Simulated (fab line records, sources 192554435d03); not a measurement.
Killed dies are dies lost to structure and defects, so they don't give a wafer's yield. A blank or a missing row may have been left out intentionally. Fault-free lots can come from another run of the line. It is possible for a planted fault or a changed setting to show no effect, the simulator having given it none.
Which tool was responsible? || flow n5_finfet || 12 lots with 36 wafers sampled at 4 steps, on a route of 1938 steps

## WHAT THE GAUGES READ, wafer by wafer
N5_MOL_CONTACT_COAG_INSPECT_10: inspects for defects (brightfield).
{"lot": "L075", "measured": "day 5 11:04", "on": "defect_inspect-01", "raw_defect_count": "70 55 56"}
{"lot": "L078", "measured": "day 5 21:41", "on": "defect_inspect-01", "raw_defect_count": "98 78 51"}
{"lot": "L079", "measured": "day 6 01:37", "on": "defect_inspect-02", "raw_defect_count": "48 80 57"}
{"lot": "L081", "measured": "day 6 08:26", "on": "defect_inspect-01", "raw_defect_count": "55 40 71"}
{"lot": "L083", "measured": "day 6 22:23", "on": "defect_inspect-01", "raw_defect_count": "83 47 106"}
{"lot": "L085", "measured": "day 7 12:06", "on": "defect_inspect-01", "raw_defect_count": "61 61 64"}
{"lot": "L087", "measured": "day 8 04:36", "on": "defect_inspect-02", "raw_defect_count": "52 89 81"}
{"lot": "L090", "measured": "day 8 13:14", "on": "defect_inspect-01", "raw_defect_count": "66 29 115"}
{"lot": "L091", "measured": "day 9 02:27", "on": "defect_inspect-02", "raw_defect_count": "57 42 69"}
{"lot": "L093", "measured": "day 9 08:36", "on": "defect_inspect-01", "raw_defect_count": "74 55 62"}
{"lot": "L095", "measured": "day 10 00:00", "on": "defect_inspect-01", "raw_defect_count": "64 65 57"}
{"lot": "L097", "measured": "day 10 12:59", "on": "defect_inspect-01", "raw_defect_count": "82 60 47"}

## TOOL THAT RAN EACH LOT (tool first, then ch and the chambers of the sampled wafers, then the start)
{"lot": "L075", "N5_GATE_CUT_CUT_ETCH_55": "rie_metal-01 ch 0,1, day 5 07:45", "N5_GATE_CUT_CMP_43": "cmp-03 ch 0,1,3, day 5 10:03", "N5_GATE_CUT_CMP_61": "cmp-03 ch 0,1,3, day 5 10:29"}
{"lot": "L078", "N5_GATE_CUT_CUT_ETCH_55": "rie_metal-02 ch 0,1, day 5 18:07", "N5_GATE_CUT_CMP_43": "cmp-03 ch 1,2, day 5 20:28", "N5_GATE_CUT_CMP_61": "cmp-03 ch 1,2, day 5 20:57"}
{"lot": "L079", "N5_GATE_CUT_CUT_ETCH_55": "rie_metal-01 ch 0,1, day 5 21:40", "N5_GATE_CUT_CMP_43": "cmp-03 ch 1,2,3, day 6 00:41", "N5_GATE_CUT_CMP_61": "cmp-03 ch 1,2,3, day 6 01:04"}
{"lot": "L081", "N5_GATE_CUT_CUT_ETCH_55": "rie_metal-01 ch 0,1, day 6 05:03", "N5_GATE_CUT_CMP_43": "cmp-04 ch 0,1,3, day 6 07:12", "N5_GATE_CUT_CMP_61": "cmp-04 ch 0,1,3, day 6 07:41"}
{"lot": "L083", "N5_GATE_CUT_CUT_ETCH_55": "rie_metal-02 ch 0,1, day 6 19:10", "N5_GATE_CUT_CMP_43": "cmp-04 ch 0,2,3, day 6 21:17", "N5_GATE_CUT_CMP_61": "cmp-04 ch 0,2,3, day 6 21:46"}
{"lot": "L085", "N5_GATE_CUT_CUT_ETCH_55": "rie_metal-03 ch 1, day 7 08:44", "N5_GATE_CUT_CMP_43": "cmp-04 ch 0,2,3, day 7 10:58", "N5_GATE_CUT_CMP_61": "cmp-04 ch 0,2,3, day 7 11:23"}
{"lot": "L087", "N5_GATE_CUT_CUT_ETCH_55": "rie_metal-01 ch 0,1, day 8 01:22", "N5_GATE_CUT_CMP_43": "cmp-02 ch 0,1,3, day 8 03:40", "N5_GATE_CUT_CMP_61": "cmp-02 ch 0,1,3, day 8 04:02"}
{"lot": "L090", "N5_GATE_CUT_CUT_ETCH_55": "rie_metal-03 ch 0,1, day 8 09:34", "N5_GATE_CUT_CMP_43": "cmp-04 ch 2,3, day 8 12:01", "N5_GATE_CUT_CMP_61": "cmp-04 ch 2,3, day 8 12:29"}
{"lot": "L091", "N5_GATE_CUT_CUT_ETCH_55": "rie_metal-01 ch 0, day 8 20:44", "N5_GATE_CUT_CMP_43": "cmp-04 ch 0,2,3, day 9 01:31", "N5_GATE_CUT_CMP_61": "cmp-04 ch 0,2,3, day 9 01:53"}
{"lot": "L093", "N5_GATE_CUT_CUT_ETCH_55": "rie_metal-02 ch 0,1, day 9 05:14", "N5_GATE_CUT_CMP_43": "cmp-04 ch 0,1,3, day 9 07:23", "N5_GATE_CUT_CMP_61": "cmp-04 ch 0,1,3, day 9 07:52"}
{"lot": "L095", "N5_GATE_CUT_CUT_ETCH_55": "rie_metal-03 ch 0,1, day 9 20:40", "N5_GATE_CUT_CMP_43": "cmp-02 ch 1,2,3, day 9 22:54", "N5_GATE_CUT_CMP_61": "cmp-02 ch 1,2,3, day 9 23:23"}
{"lot": "L097", "N5_GATE_CUT_CUT_ETCH_55": "rie_metal-02 ch 0,1, day 10 09:38", "N5_GATE_CUT_CMP_43": "cmp-02 ch 0,3, day 10 11:46", "N5_GATE_CUT_CMP_61": "cmp-02 ch 0,3, day 10 12:14"}
- N5_GATE_CUT_CUT_ETCH_55: etches HfO2 in BCl3, target depth 3.2 nm.
- N5_GATE_CUT_CMP_43: polishes SiO2.
- N5_GATE_CUT_CMP_61: polishes, stops on SiNx, t overpolish 3 s.

## THE ANSWER, worked out from the rows above alone
Rule: what is usual is taken from the lots themselves. Put in order of their means at a reading, lots are off if they are a third of the lots or fewer, leave a main group of 4 or more, and stand apart from it by a gap of 3 or more times the standard deviation of the main group's means; of several such gaps the widest counts. A main group whose means are all the same, to the digits that the tables above print for the reading, isn't used. Also off: a lot with no number at a reading for which 4 or more lots have one. Any other lot the step has rows for is counted as sound.
Nothing can be told from this: no lot is off at any reading shown.

## WHAT HAD BEEN PUT IN BY THE SIMULATOR
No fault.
